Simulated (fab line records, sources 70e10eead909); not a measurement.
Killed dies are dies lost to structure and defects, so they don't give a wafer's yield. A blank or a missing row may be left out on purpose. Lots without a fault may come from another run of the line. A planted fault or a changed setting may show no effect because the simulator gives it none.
fab line records | flow nand_harc | part 1 of 2: steps 1 to 13 of 18
record lots=5 wafers=15 last_day=22
route steps=1159 shown A_CHANNEL_HOLE_D1@461
lots that met no fault: from a run of the same line without faults
start_h: hours from the record's first day to the start of the lot's first wafer shown | wait_h: hours since the lot's step before | " the same as in the row above | L1.1+2: a row that stands for several wafers | - no value, or no start given | * or withheld: withheld | < > ~ a bound
route shown NAME@n: a module of which the file shows steps, and the number in the route of the first | usual: mean/standard deviation of fault-free wafers | same: alike in all rows | chamber/n: place in a boat | sites: the reading at each site | _std_site: their standard deviation | _edge_site: outer sites' mean less inner sites' | radius_mm: how far each site lies from the wafer's centre | mask NAME#n: copy n | behind: the tool/chamber that last shaped the wafer | hold: why the lot was held/for how many hours/how that ended | device: the transistor (n, p or np) that didn't switch | end of line: the same wafers' tests at the end of the route | a step without rows: its recipe alone | killed: dies lost to structure and defects at the first sort, not the wafer's yield | map: a wafer's dies, x killed, . not, _ none there
set.NAME: the setting as run; set.NAME@STEP: as run at that earlier step | model.NAME: the simulator's own value behind a step, which no gauge read
lots at some steps of the route; a table a step, a row a wafer
services: from which hour (start_h, from the record's first day; less than 0 if before it) a tool's chamber was out of use, for how many hours, and why
## steps
# step NHARC_A_CHANNEL_HOLE_D1_DEVELOP_09
# recipe develop_time_s=35 dev_temp_c=23
# usual chill_plate_temp_C=22.97/0.11
# columns lot.wafer tool chamber start_h wait_h chill_plate_temp_C
L081.1 litho_track-04 0 - - 23.02
L081.4 " 0 " " 23.02
L081.6 " 0 " " 22.88
L080.2 litho_track-04 0 - - 22.95
L080.4 " 0 " " 22.93
L080.6 " 0 " " 23.04
L085.1 litho_track-01 0 - - 23.30
L085.2 " 0 " " 23.03
L085.3 " 0 " " 23.05
L089.2 litho_track-06 0 - - 23.00
L089.3 " 0 " " 23.18
L089.6 " 0 " " 22.96
L088.2 litho_track-06 0 - - 22.94
L088.3 " 0 " " 23.02
L088.4 " 0 " " 23.06
# step NHARC_A_CHANNEL_HOLE_D1_CD_MEAS_10
# recipe target_cd_nm=100 landing_energy_ev=500
# usual cd_nm=99.8/0.43
# columns lot.wafer tool chamber start_h wait_h cd_nm
L081.1 cd_sem-02 0 209.93 - 99.1
L081.4 " 0 " " 99.5
L081.6 " 0 " " 100.1
L080.2 cd_sem-03 0 210.78 - 100.6
L080.4 " 0 " " 100.2
L080.6 " 0 " " 100.1
L085.1 cd_sem-01 0 252.30 - 99.2
L085.2 " 0 " " 100.2
L085.3 " 0 " " 100.1
L089.2 cd_sem-02 0 268.53 - 98.9
L089.3 " 0 " " 99.2
L089.6 " 0 " " 98.8
L088.2 cd_sem-01 0 268.88 - 99.4
L088.3 " 0 " " 99.7
L088.4 " 0 " " 98.7
# step NHARC_A_CHANNEL_HOLE_D1_OVL_MEAS_11
# usual overlay_x_nm=0.0/0.83 overlay_y_nm=0.0/0.9
# columns lot.wafer tool chamber start_h wait_h overlay_x_nm overlay_y_nm
L081.1 overlay-01 - 210.02 - -0.8 -0.2
L081.4 " - " " -0.4 -0.4
L081.6 " - " " -0.4 -0.3
L080.2 overlay-01 - 210.87 - 0.7 -0.6
L080.4 " - " " 0.2 -0.2
L080.6 " - " " 0.5 -0.1
L085.1 overlay-01 - 252.39 - 1.4 -0.4
L085.2 " - " " 1.0 -1.0
L085.3 " - " " 1.1 -0.7
L089.2 overlay-02 - 268.62 - 0.4 -0.3
L089.3 " - " " 0.7 0.0
L089.6 " - " " 0.6 0.5
L088.2 overlay-01 - 268.97 - -0.3 -0.8
L088.3 " - " " -0.9 -0.6
L088.4 " - " " -0.6 -1.0
# step NHARC_A_CHANNEL_HOLE_D1_INSPECT_12
# usual raw_defect_count=5.9/2.9
# columns lot.wafer tool chamber start_h wait_h raw_defect_count
L081.1 defect_inspect-02 - 210.07 0.1 7
L081.4 " - " " 5
L081.6 " - " " 8
L080.2 defect_inspect-01 - 210.90 0.0 6
L080.4 " - " " 7
L080.6 " - " " 4
L085.1 defect_inspect-02 - 252.42 0.0 13
L085.2 " - " " 8
L085.3 " - " " 8
L089.2 defect_inspect-02 - 268.65 0.0 3
L089.3 " - " " 4
L089.6 " - " " 8
L088.2 defect_inspect-02 - 269.01 0.0 4
L088.3 " - " " 8
L088.4 " - " " 7
# step NHARC_A_CHANNEL_HOLE_D1_DESCUM_15
# recipe time_s=3 o2_flow_sccm=200 ar_flow_sccm=0 bias_power_w=0 chemistry=O2
# usual chamber_pressure_mTorr=60.00/0.052 drypump_motor_current_A=5.67/0.25 mfc_ar_sccm=0.007/0.0075 oes_product_au=0.999/0.01 rf_vpp_V=57.8/0.96 showerhead_plenum_p_Torr=1.91/0.086 throttle_valve_pct=11.311/0.0096
# columns lot.wafer tool chamber start_h wait_h chamber_pressure_mTorr drypump_motor_current_A mfc_ar_sccm oes_product_au rf_hours_counter_h rf_vpp_V showerhead_plenum_p_Torr throttle_valve_pct
L081.1 rie_diel-05 0 210.15 0.1 60.02 5.38 0.013 0.985 3 57.5 1.93 11.309
L081.6 " 2 " " 60.08 5.80 0 0.992 - 58.2 1.87 11.303
L081.4 " 0 " " 60.10 5.37 0.013 0.984 - 59.2 1.93 11.325
L080.2 rie_diel-03 1 210.98 0.1 60.01 6.17 0 0.974 9 58.9 1.98 11.310
L080.4 " 2 " " 59.98 6.00 0 0.996 9 56.6 1.84 11.318
L080.6 " 0 " " 59.99 5.86 0.016 1.001 - 56.5 1.90 11.315
L085.3 rie_diel-05 2 252.49 0.1 60.02 5.76 0 0.987 7 58.2 1.87 11.298
L085.2 " 0 " " 59.94 5.39 0.013 0.995 7 57.8 1.93 11.312
L085.1 " 1 " " 60.00 5.06 0.011 1.008 6 56.4 1.79 11.311
L089.3 rie_diel-08 1 268.71 0.1 59.94 5.59 0 1.013 9 58.9 1.96 11.319
L089.2 " 2 " " 59.92 5.55 0.020 1.001 8 58.0 2.05 11.302
L089.6 " 1 " " 60.04 5.61 0 1.013 - 58.5 1.96 11.318
L088.3 rie_diel-05 0 269.08 0.1 60.07 5.38 0.013 0.982 9 57.9 1.93 11.312
L088.4 " 1 " " 59.96 5.06 0.011 1.013 7 56.0 1.79 11.321
L088.2 " 2 " " 59.98 5.82 0 0.996 8 57.3 1.87 11.316
# step NHARC_A_CHANNEL_HOLE_D1_ETCH_38
# recipe target_depth_a=390 over_etch_frac=0.3 time_s=65 ion_energy_ev=80 cf4_flow_sccm=150 ar_flow_sccm=0 rf_w=300 bias_w=100 chemistry=CF4
# usual cf4_flow_sccm=150.0/0.43 chamber_pressure_mTorr=49.99/0.043 drypump_motor_current_A=5.65/0.26 mfc_ar_sccm=0.007/0.0073 oes_product_au=1.001/0.01 rf_vpp_V=151.2/1.3 showerhead_plenum_p_Torr=1.76/0.075 throttle_valve_pct=13.285/0.0087
# columns lot.wafer tool chamber start_h wait_h cf4_flow_sccm chamber_pressure_mTorr drypump_motor_current_A mfc_ar_sccm oes_product_au rf_hours_counter_h rf_vpp_V showerhead_plenum_p_Torr throttle_valve_pct
L081.1 rie_diel-05 2 210.23 0.1 150.8 49.93 5.78 0 0.998 3 151.8 1.73 13.293
L081.6 " 3 " " 150.4 50.08 5.91 0.017 0.993 - 149.6 1.71 13.292
L081.4 " 0 " " 149.7 50.02 5.38 0.013 0.987 - 151.3 1.79 13.281
L080.2 rie_diel-03 0 211.05 0.1 149.6 49.99 5.92 0.016 1.010 9 151.9 1.76 13.281
L080.4 " 2 " " 150.4 49.92 5.98 0 0.992 9 151.5 1.70 13.290
L080.6 " 0 " " 150.1 49.99 5.89 0.016 1.012 - 149.7 1.76 13.276
L085.1 rie_diel-05 0 252.57 0.1 150.0 49.98 5.38 0.013 0.993 7 151.4 1.79 13.302
L085.3 " 1 " " 150.4 49.99 5.04 0.011 1.003 6 151.2 1.66 13.291
L085.2 " 2 " " 149.7 49.97 5.78 0 0.997 7 151.1 1.73 13.273
L089.2 rie_diel-08 2 268.80 0.1 149.5 49.98 5.54 0.020 1.009 8 153.7 1.89 13.284
L089.3 " 1 " " 150.5 50.01 5.57 0 0.998 9 152.8 1.81 13.286
L089.6 " 2 " " 150.4 49.92 5.51 0.020 0.999 - 152.4 1.89 13.288
L088.4 rie_diel-05 3 269.16 0.1 150.1 50.00 5.92 0.017 0.983 8 150.2 1.71 13.274
L088.2 " 0 " " 149.7 50.00 5.38 0.013 0.989 9 149.7 1.78 13.287
L088.3 " 1 " " 150.0 50.04 5.06 0.011 1.008 7 148.9 1.66 13.288
# step NHARC_A_CHANNEL_HOLE_D1_ETCH_39
# recipe target_depth_a=2600 over_etch_frac=0.3 time_s=325 ion_energy_ev=200 n2_flow_sccm=150 h2_flow_sccm=150 ar_flow_sccm=0 rf_w=400 bias_w=150 chemistry=N2/H2
# usual chamber_pressure_mTorr=30.00/0.03 drypump_motor_current_A=5.68/0.25 h2_flow_sccm=150.0/0.47 mfc_ar_sccm=0.007/0.0073 oes_product_au=1.001/0.011 rf_vpp_V=430.1/2.7 showerhead_plenum_p_Torr=2.03/0.094 throttle_valve_pct=14.171/0.0093
# columns lot.wafer tool chamber start_h wait_h chamber_pressure_mTorr drypump_motor_current_A h2_flow_sccm mfc_ar_sccm oes_product_au rf_hours_counter_h rf_vpp_V showerhead_plenum_p_Torr throttle_valve_pct
L081.1 rie_diel-05 3 - - 29.93 5.93 150.4 0.017 0.985 3 428.2 1.97 14.172
L081.6 " 2 " " 29.95 5.79 149.7 0 1.002 - 429.7 1.99 14.167
L081.4 " 3 " " 30.01 5.91 149.8 0.017 0.993 - 428.6 1.97 14.168
L080.2 rie_diel-03 1 - - 30.02 6.12 151.0 0 0.981 9 434.9 2.11 14.182
L080.4 " 3 " " 30.02 5.56 150.3 0 1.017 10 434.5 2.17 14.167
L080.6 " 1 " " 29.99 6.07 150.3 0 0.980 - 434.5 2.11 14.173
L085.3 rie_diel-05 2 - - 30.02 5.78 149.9 0 0.997 7 431.9 1.99 14.170
L085.1 " 3 " " 29.99 5.91 150.4 0.017 1.001 7 429.4 1.97 14.144
L085.2 " 0 " " 30.02 5.41 149.3 0.013 0.995 8 430.6 2.06 14.172
L089.2 rie_diel-08 3 - - 30.00 5.78 149.9 0.007 1.005 9 425.0 1.91 14.162
L089.3 " 0 " " 29.97 5.50 150.2 0.003 0.979 10 428.8 1.96 14.163
L089.6 " 2 " " 30.04 5.55 149.5 0.020 0.995 - 432.6 2.19 14.164
L088.4 rie_diel-05 3 - - 30.04 5.91 150.7 0.017 1.007 8 428.4 1.97 14.183
L088.2 " 0 " " 29.98 5.41 150.3 0.013 0.990 9 430.7 2.06 14.172
L088.3 " 1 " " 30.00 5.05 149.9 0.011 1.009 7 428.1 1.91 14.178
# step NHARC_A_CHANNEL_HOLE_D1_ETCH_34
# recipe target_depth_a=1540 time_s=77 cf4_flow_sccm=100 chf3_flow_sccm=30 ar_flow_sccm=0 rf_w=500 bias_w=200 chemistry=CF4/CHF3
# usual cf4_flow_sccm=100.0/0.32 chamber_pressure_mTorr=25.00/0.035 drypump_motor_current_A=5.66/0.26 mfc_ar_sccm=0.007/0.0072 oes_product_au=0.945/0.023 rf_vpp_V=370.2/2.4 showerhead_plenum_p_Torr=1.56/0.069 throttle_valve_pct=16.802/0.0086
# columns lot.wafer tool chamber start_h wait_h cf4_flow_sccm chamber_pressure_mTorr drypump_motor_current_A mfc_ar_sccm oes_product_au rf_hours_counter_h rf_vpp_V showerhead_plenum_p_Torr throttle_valve_pct
L081.1 rie_diel-05 2 - - 99.7 25.00 5.77 0 0.951 3 369.0 1.54 16.790
L081.6 " 3 " " 100.1 24.99 5.90 0.017 0.960 - 369.2 1.52 16.802
L081.4 " 0 " " 99.1 25.01 5.36 0.013 0.966 - 371.5 1.59 16.790
L080.4 rie_diel-03 2 - - 100.7 24.97 6.02 0 0.927 9 367.6 1.52 16.809
L080.2 " 3 " " 100.0 24.97 5.53 0 0.934 10 374.3 1.67 16.805
L080.6 " 2 " " 100.7 25.03 6.01 0 0.917 - 368.5 1.52 16.816
L085.3 rie_diel-05 0 - - 99.6 24.98 5.40 0.013 0.929 8 370.4 1.59 16.799
L085.1 " 1 " " 100.1 25.05 5.05 0.011 0.938 6 366.8 1.48 16.814
L085.2 " 3 " " 100.2 25.03 5.93 0.017 0.928 7 369.7 1.52 16.813
L089.3 rie_diel-08 3 - - 100.3 25.00 5.78 0.007 0.983 9 367.7 1.48 16.806
L089.2 " 0 " " 99.1 24.98 5.52 0.003 0.963 10 367.3 1.51 16.800
L089.6 " 0 " " 99.6 24.97 5.53 0.003 0.962 - 368.6 1.51 16.793
L088.2 rie_diel-05 1 - - 99.6 25.00 5.05 0.011 0.987 7 367.5 1.48 16.812
L088.3 " 3 " " 100.0 25.02 5.90 0.017 0.957 9 368.6 1.52 16.802
L088.4 " 0 " " 100.0 24.98 5.37 0.013 0.949 9 370.4 1.59 16.807
# step NHARC_A_CHANNEL_HOLE_D1_ETCH_16
# recipe target_depth_a=31000 over_etch_frac=0.3 time_s=806 ion_energy_ev=150 o2_flow_sccm=400 cos_flow_sccm=20 ar_flow_sccm=0 rf_w=500 bias_w=300 chemistry=O2/COS
# usual chamber_pressure_mTorr=20.001/0.02 drypump_motor_current_A=5.66/0.26 mfc_ar_sccm=0.007/0.0074 oes_product_au=1.002/0.011 rf_vpp_V=313.9/2.2 showerhead_plenum_p_Torr=3.11/0.14 throttle_valve_pct=28.329/0.0095
# columns lot.wafer tool chamber start_h wait_h chamber_pressure_mTorr drypump_motor_current_A mfc_ar_sccm oes_product_au rf_hours_counter_h rf_vpp_V showerhead_plenum_p_Torr throttle_valve_pct
L081.1 rie_diel-05 3 - - 19.970 5.92 0.017 0.998 3 312.5 3.02 28.304
L081.6 " 2 " " 20.009 5.78 0 1.000 - 313.3 3.05 28.331
L081.4 " 0 " " 19.993 5.41 0.013 0.988 - 314.4 3.15 28.328
L080.2 rie_diel-03 0 - - 19.999 5.91 0.016 0.997 9 314.0 3.10 28.327
L080.4 " 1 " " 20.009 6.13 0 0.974 9 314.3 3.22 28.336
L080.6 " 0 " " 19.998 5.93 0.016 1.002 - 315.1 3.10 28.332
L085.1 rie_diel-05 0 - - 19.984 5.44 0.013 0.993 8 316.1 3.15 28.320
L085.2 " 1 " " 20.007 5.04 0.011 1.017 6 312.3 2.93 28.336
L085.3 " 2 " " 19.988 5.78 0 1.004 8 311.5 3.05 28.320
L089.2 rie_diel-08 1 - - 20.013 5.60 0 1.012 9 314.7 3.20 28.323
L089.3 " 0 " " 20.008 5.56 0.003 0.988 10 312.2 3.01 28.334
L089.6 " 2 " " 19.991 5.58 0.020 1.003 - 317.8 3.34 28.324
L088.2 rie_diel-05 2 - - 19.970 5.78 0 1.000 8 314.0 3.05 28.340
L088.4 " 3 " " 19.967 5.91 0.017 0.990 9 313.1 3.02 28.333
L088.3 " 0 " " 19.998 5.41 0.013 0.987 9 314.3 3.15 28.338
# step NHARC_A_CHANNEL_HOLE_D1_CD_MEAS_18
# usual cd_nm=98.6/2.8
# columns lot.wafer tool chamber start_h wait_h cd_nm
L081.1 cd_sem-02 - 211.45 - 99.7
L081.4 " - " " 99.5
L081.6 " - " " 103.0
L080.2 cd_sem-03 - 212.08 - 100.8
L080.4 " - " " 95.8
L080.6 " - " " 101.8
L085.1 cd_sem-03 - 253.59 - 97.0
L085.2 " - " " 98.9
L085.3 " - " " 100.2
L089.2 cd_sem-01 - 269.82 - 94.1
L089.3 " - " " 100.5
L089.6 " - " " 96.6
L088.2 cd_sem-03 - 270.18 - 99.8
L088.3 " - " " 100.0
L088.4 " - " " 96.1
# step NHARC_A_CHANNEL_HOLE_D1_ETCH_19
# recipe bias_v=1200 source_w=2500 pressure_mtorr=15 time_s=34.5 ar_flow_sccm=375 c4f8_flow_sccm=28.8 o2_flow_sccm=96.2 temp_c=-20 target_depth_a=* chemistry=C4F8/O2/Ar
# usual chamber_pressure_mTorr=15.00/0.032 drypump_motor_current_A=5.9/0.37 mfc_ar_sccm=375.1/1 showerhead_plenum_p_Torr=3.76/0.086 throttle_valve_pct=37.038/0.0091
# columns lot.wafer tool chamber start_h wait_h chamber_pressure_mTorr drypump_motor_current_A mfc_ar_sccm rf_hours_counter_h showerhead_plenum_p_Torr throttle_valve_pct
L081.1 har_etch-02 1 211.52 0.1 15.01 6.2 374.4 113 3.84 37.042
L081.4 " 1 " " 14.99 6.2 373.8 - 3.84 37.031
L081.6 " 0 " " 15.00 6.0 375.6 - 3.71 37.032
L080.2 har_etch-01 1 212.15 0.1 14.98 5.4 377.5 204 3.66 37.035
L080.4 " 0 " " 15.00 6.2 376.6 - 3.87 37.034
L080.6 " 1 " " 15.01 5.4 374.1 - 3.66 37.043
L085.1 har_etch-02 0 253.67 0.1 15.01 6.0 374.9 131 3.70 37.034
L085.2 " 1 " " 15.00 6.2 374.6 131 3.83 37.026
L085.3 " 1 " " 15.02 6.2 377.4 - 3.83 37.031
L089.2 har_etch-01 0 269.89 0.1 14.97 6.3 374.8 230 3.85 37.059
L089.3 " 0 " " 15.35 6.2 377.5 - 3.85 37.033
L089.6 " 0 " " 14.99 6.3 375.0 - 3.85 37.035
L088.2 har_etch-02 0 270.27 0.1 14.99 6.0 373.9 138 3.70 37.019
L088.4 " 1 " " 15.01 6.2 375.0 - 3.83 37.045
L088.3 " 0 " " 14.98 6.0 374.1 - 3.70 37.034
# step NHARC_A_CHANNEL_HOLE_D1_ETCH_20
# recipe bias_v=3000 source_w=withheld pressure_mtorr=20 time_s=361.9 ar_flow_sccm=375 c4f8_flow_sccm=89.3 o2_flow_sccm=35.7 temp_c=-20 target_depth_a=16000 chemistry=C4F8/O2/Ar
# usual chamber_pressure_mTorr=19.999/0.019 drypump_motor_current_A=5.9/0.37 mfc_ar_sccm=374.9/1.2 showerhead_plenum_p_Torr=3.72/0.083 throttle_valve_pct=32.155/0.0088
# columns lot.wafer tool chamber start_h wait_h chamber_pressure_mTorr drypump_motor_current_A mfc_ar_sccm rf_hours_counter_h showerhead_plenum_p_Torr throttle_valve_pct
L081.1 har_etch-02 1 211.64 0.1 19.987 6.2 375.5 113 3.79 32.167
L081.4 " 1 " " 19.999 6.2 375.4 - 3.79 32.169
L081.6 " 0 " " 20.022 6.0 375.4 - 3.67 32.153
L080.2 har_etch-01 1 212.27 0.1 19.969 5.4 375.9 205 3.62 32.145
L080.4 " 0 " " 20.031 6.3 375.6 - 3.82 32.147
L080.6 " 1 " " 19.991 5.4 374.4 - 3.62 32.150
L085.1 har_etch-02 0 253.78 0.1 20.011 5.9 375.6 131 3.66 32.153
L085.2 " 1 " " 19.978 6.2 373.6 131 3.78 32.167
L085.3 " 1 " " 20.040 6.2 374.8 - 3.78 32.151
L089.2 har_etch-01 0 270.01 0.1 19.956 6.2 376.5 230 3.80 32.130
L089.3 " 0 " " 19.967 6.2 375.4 - 3.80 32.169
L089.6 " 0 " " 19.989 6.2 374.7 - 3.80 32.145
L088.2 har_etch-02 0 270.41 0.1 19.971 6.0 372.9 138 3.66 32.170
L088.4 " 1 " " 20.021 6.2 375.8 - 3.78 32.152
L088.3 " 0 " " 19.996 6.0 375.0 - 3.66 32.156
# step NHARC_A_CHANNEL_HOLE_D1_ETCH_21
# recipe bias_v=3000 source_w=withheld pressure_mtorr=20 time_s=514.3 ar_flow_sccm=375 c4f8_flow_sccm=89.3 o2_flow_sccm=35.7 temp_c=-20 target_depth_a=16000 chemistry=C4F8/O2/Ar
# usual chamber_pressure_mTorr=20.000/0.018 drypump_motor_current_A=5.9/0.37 mfc_ar_sccm=375.1/1.3 showerhead_plenum_p_Torr=3.72/0.083 throttle_valve_pct=32.154/0.0098
# columns lot.wafer tool chamber start_h wait_h chamber_pressure_mTorr drypump_motor_current_A mfc_ar_sccm rf_hours_counter_h showerhead_plenum_p_Torr throttle_valve_pct
L081.1 har_etch-02 1 211.95 0.3 19.964 6.2 377.3 113 3.79 32.158
L081.4 " 1 " " 19.969 6.2 376.3 - 3.79 32.174
L081.6 " 0 " " 19.990 6.0 376.0 - 3.67 32.164
L080.2 har_etch-01 1 212.58 0.3 19.997 5.4 372.8 205 3.62 32.158
L080.4 " 0 " " 19.996 6.3 372.4 - 3.82 32.152
L080.6 " 1 " " 19.997 5.4 374.0 - 3.62 32.132
L085.1 har_etch-02 0 254.09 0.3 20.022 6.0 373.7 132 3.66 32.155
L085.2 " 1 " " 19.993 6.2 376.6 132 3.79 32.162
L085.3 " 1 " " 20.007 6.2 375.7 - 3.78 32.156
L089.2 har_etch-01 0 270.32 0.3 20.000 6.2 376.0 230 3.80 32.163
L089.3 " 0 " " 20.003 6.2 376.1 - 3.80 32.144
L089.6 " 0 " " 20.004 6.2 375.4 - 3.80 32.175
L088.2 har_etch-02 0 270.74 0.3 19.999 6.0 374.2 139 3.66 32.136
L088.4 " 1 " " 19.991 6.2 374.7 - 3.78 32.145
L088.3 " 0 " " 20.031 6.0 376.3 - 3.66 32.163
